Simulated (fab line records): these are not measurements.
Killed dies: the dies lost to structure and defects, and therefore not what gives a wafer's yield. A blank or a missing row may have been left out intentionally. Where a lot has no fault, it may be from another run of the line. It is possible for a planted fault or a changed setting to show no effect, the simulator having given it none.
Split-lot study / flow n5-finfet / 7 lots, 39 wafers read, on a route of 1938 steps

ON THE SPLIT
At N5_STI_FIN_REVEAL_ETCHBACK_08 (etches SiO2 in C4F6/O2, target depth 30.5 nm, time 10.167 s), the setting target-depth-a was moved away from the recipe's 305 angstrom on 18 of the 39 wafers read, by -14.3% to +12.8%. All remaining wafers had this setting at the recipe value.

FROM THE SPLIT TO THE READING: what the file shows between them, 3 steps
- N5_STI_FIN_REVEAL_STRIP_24: strips in N2/H2, time 90 s
- N5_STI_FIN_REVEAL_PRECLEAN_25: cleans in SPM, time 90 s
- N5_STI_FIN_REVEAL_SRD_23: time 30 s

THE READING
trench-depth-nm, in nm, at N5_STI_FIN_REVEAL_FIN_H_MEAS_10. A value of 52.2 nm with a standard deviation of 0.88 nm is what fault-free wafers of this fab line usually give.

wafer=L074.1; tool, chamber at the split=rie-diel-03, 2,3,1; target-depth-a as run, angstrom=305; against the recipe=recipe; trench-depth-nm, nm=50.7; against lot-mates on the recipe=-
wafer=L074.2; tool, chamber at the split=rie-diel-03, 2,3,1; target-depth-a as run, angstrom=305; against the recipe=recipe; trench-depth-nm, nm=52.4; against lot-mates on the recipe=-
wafer=L074.3; tool, chamber at the split=rie-diel-03, 2,3,1; target-depth-a as run, angstrom=305; against the recipe=recipe; trench-depth-nm, nm=52.3; against lot-mates on the recipe=-
wafer=L074.4; tool, chamber at the split=rie-diel-03, 0,2,1; target-depth-a as run, angstrom=261.5; against the recipe=-14.3%; trench-depth-nm, nm=46.8; against lot-mates on the recipe=-5.0
wafer=L074.5; tool, chamber at the split=rie-diel-03, 0,2,1; target-depth-a as run, angstrom=261.5; against the recipe=-14.3%; trench-depth-nm, nm=46.7; against lot-mates on the recipe=-5.1
wafer=L074.6; tool, chamber at the split=rie-diel-03, 0,2,1; target-depth-a as run, angstrom=261.5; against the recipe=-14.3%; trench-depth-nm, nm=48.8; against lot-mates on the recipe=-3.0
wafer=L080.1; tool, chamber at the split=rie-diel-01, 1,3,0; target-depth-a as run, angstrom=262; against the recipe=-14.1%; trench-depth-nm, nm=48.3; against lot-mates on the recipe=-3.5
wafer=L080.2; tool, chamber at the split=rie-diel-01, 1,3,0; target-depth-a as run, angstrom=262; against the recipe=-14.1%; trench-depth-nm, nm=46.8; against lot-mates on the recipe=-5.0
wafer=L080.3; tool, chamber at the split=rie-diel-01, 1,3,0; target-depth-a as run, angstrom=262; against the recipe=-14.1%; trench-depth-nm, nm=46.1; against lot-mates on the recipe=-5.7
wafer=L080.4; tool, chamber at the split=rie-diel-01, 2,3,2; target-depth-a as run, angstrom=305; against the recipe=recipe; trench-depth-nm, nm=51.7; against lot-mates on the recipe=-
wafer=L080.5; tool, chamber at the split=rie-diel-01, 2,3,2; target-depth-a as run, angstrom=305; against the recipe=recipe; trench-depth-nm, nm=51.7; against lot-mates on the recipe=-
wafer=L080.6; tool, chamber at the split=rie-diel-01, 2,3,2; target-depth-a as run, angstrom=305; against the recipe=recipe; trench-depth-nm, nm=51.9; against lot-mates on the recipe=-
wafer=L086.1; tool, chamber at the split=rie-diel-01, 2,3,1; target-depth-a as run, angstrom=305; against the recipe=recipe; trench-depth-nm, nm=51.8; against lot-mates on the recipe=-
wafer=L086.2; tool, chamber at the split=rie-diel-01, 1,3,2; target-depth-a as run, angstrom=343.9; against the recipe=+12.8%; trench-depth-nm, nm=56.8; against lot-mates on the recipe=+4.3
wafer=L086.3; tool, chamber at the split=rie-diel-01, 1,3,2; target-depth-a as run, angstrom=343.9; against the recipe=+12.8%; trench-depth-nm, nm=56.4; against lot-mates on the recipe=+3.9
wafer=L086.4; tool, chamber at the split=rie-diel-01, 2,3,1; target-depth-a as run, angstrom=305; against the recipe=recipe; trench-depth-nm, nm=53.0; against lot-mates on the recipe=-
wafer=L086.5; tool, chamber at the split=rie-diel-01, 1,3,2; target-depth-a as run, angstrom=343.9; against the recipe=+12.8%; trench-depth-nm, nm=55.3; against lot-mates on the recipe=+2.8
wafer=L086.6; tool, chamber at the split=rie-diel-01, 2,3,1; target-depth-a as run, angstrom=305; against the recipe=recipe; trench-depth-nm, nm=52.8; against lot-mates on the recipe=-
wafer=L088.1; tool, chamber at the split=rie-diel-01, 1,1,2; target-depth-a as run, angstrom=305; against the recipe=recipe; trench-depth-nm, nm=53.5; against lot-mates on the recipe=-
wafer=L088.2; tool, chamber at the split=rie-diel-01, 2,3,3; target-depth-a as run, angstrom=319.4; against the recipe=+4.7%; trench-depth-nm, nm=53.4; against lot-mates on the recipe=+0.6
wafer=L088.3; tool, chamber at the split=rie-diel-01, 2,3,3; target-depth-a as run, angstrom=319.4; against the recipe=+4.7%; trench-depth-nm, nm=55.3; against lot-mates on the recipe=+2.5
wafer=L088.4; tool, chamber at the split=rie-diel-01, 1,1,2; target-depth-a as run, angstrom=305; against the recipe=recipe; trench-depth-nm, nm=52.6; against lot-mates on the recipe=-
wafer=L088.5; tool, chamber at the split=rie-diel-01, 2,3,3; target-depth-a as run, angstrom=319.4; against the recipe=+4.7%; trench-depth-nm, nm=55.0; against lot-mates on the recipe=+2.2
wafer=L088.6; tool, chamber at the split=rie-diel-01, 1,1,2; target-depth-a as run, angstrom=305; against the recipe=recipe; trench-depth-nm, nm=52.3; against lot-mates on the recipe=-
wafer=L091.1; tool, chamber at the split=rie-diel-03, 1,0,2; target-depth-a as run, angstrom=305; against the recipe=recipe; trench-depth-nm, nm=52.8; against lot-mates on the recipe=-
wafer=L091.2; tool, chamber at the split=rie-diel-03, 1,0,2; target-depth-a as run, angstrom=305; against the recipe=recipe; trench-depth-nm, nm=50.9; against lot-mates on the recipe=-
wafer=L091.5; tool, chamber at the split=rie-diel-03, 1,0,2; target-depth-a as run, angstrom=305; against the recipe=recipe; trench-depth-nm, nm=50.6; against lot-mates on the recipe=-
wafer=L094.1; tool, chamber at the split=rie-diel-05, 1,0,3; target-depth-a as run, angstrom=280.4; against the recipe=-8.1%; trench-depth-nm, nm=49.9; against lot-mates on the recipe=-2.4
wafer=L094.2; tool, chamber at the split=rie-diel-05, 3,2,0; target-depth-a as run, angstrom=305; against the recipe=recipe; trench-depth-nm, nm=52.7; against lot-mates on the recipe=-
wafer=L094.3; tool, chamber at the split=rie-diel-05, 3,2,0; target-depth-a as run, angstrom=305; against the recipe=recipe; trench-depth-nm, nm=52.4; against lot-mates on the recipe=-
wafer=L094.4; tool, chamber at the split=rie-diel-05, 1,0,3; target-depth-a as run, angstrom=280.4; against the recipe=-8.1%; trench-depth-nm, nm=49.7; against lot-mates on the recipe=-2.6
wafer=L094.5; tool, chamber at the split=rie-diel-05, 1,0,3; target-depth-a as run, angstrom=280.4; against the recipe=-8.1%; trench-depth-nm, nm=50.8; against lot-mates on the recipe=-1.5
wafer=L094.6; tool, chamber at the split=rie-diel-05, 3,2,0; target-depth-a as run, angstrom=305; against the recipe=recipe; trench-depth-nm, nm=51.9; against lot-mates on the recipe=-
wafer=L097.1; tool, chamber at the split=rie-diel-03, 2,2,1; target-depth-a as run, angstrom=305; against the recipe=recipe; trench-depth-nm, nm=51.6; against lot-mates on the recipe=-
wafer=L097.2; tool, chamber at the split=rie-diel-03, 1,3,3; target-depth-a as run, angstrom=285.1; against the recipe=-6.5%; trench-depth-nm, nm=51.3; against lot-mates on the recipe=-0.8
wafer=L097.3; tool, chamber at the split=rie-diel-03, 1,3,3; target-depth-a as run, angstrom=285.1; against the recipe=-6.5%; trench-depth-nm, nm=50.6; against lot-mates on the recipe=-1.5
wafer=L097.4; tool, chamber at the split=rie-diel-03, 2,2,1; target-depth-a as run, angstrom=305; against the recipe=recipe; trench-depth-nm, nm=51.4; against lot-mates on the recipe=-
wafer=L097.5; tool, chamber at the split=rie-diel-03, 1,3,3; target-depth-a as run, angstrom=285.1; against the recipe=-6.5%; trench-depth-nm, nm=51.0; against lot-mates on the recipe=-1.1
wafer=L097.6; tool, chamber at the split=rie-diel-03, 2,2,1; target-depth-a as run, angstrom=305; against the recipe=recipe; trench-depth-nm, nm=53.3; against lot-mates on the recipe=-
The file does not say which wafer passed through which chamber wherever a row lists several chambers: such a row stands for several wafers.

FIT RESULTS
A straight line over all 39 wafers: trench-depth-nm changes by +0.329 nm for each +1% of target-depth-a; r = +0.94; the points scatter about the line by 0.88 nm.
The same after taking each lot's own level away (the mean of its wafers on the recipe; 39 wafers): +0.302 nm for each +1%; r = +0.94; scatter 0.76 nm.
On that fit, the largest move of target-depth-a shifts the reading by 4.3 nm.
The span of the lots' own levels, 51.43 to 52.80 nm, comes to 1.6 times the standard deviation stated above.
The two slopes are in agreement: the lot-to-lot level therefore moves the slope only a little.
Check: for one of the wafers moved furthest among these (-14.3%), held out of the fit, the line's prediction against its lot-mates is -4.17 nm. It came out at -5 nm against them.

THESE WAFERS: OTHER SPLITS
These wafers also went through other splits before the reading. Each is held against what the fit with the lots' levels taken away leaves over:
other split on the same wafers=N5_FIN_SAQP_HM_DEP_72 target-thk-a; wafers away from the commonest value=12; r with trench-depth-nm (lot level and that fit taken away)=-0.11

THE FILE'S OWN FIT
trench-depth-nm changes by +0.299 nm for each +1% of target-depth-a, r = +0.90.
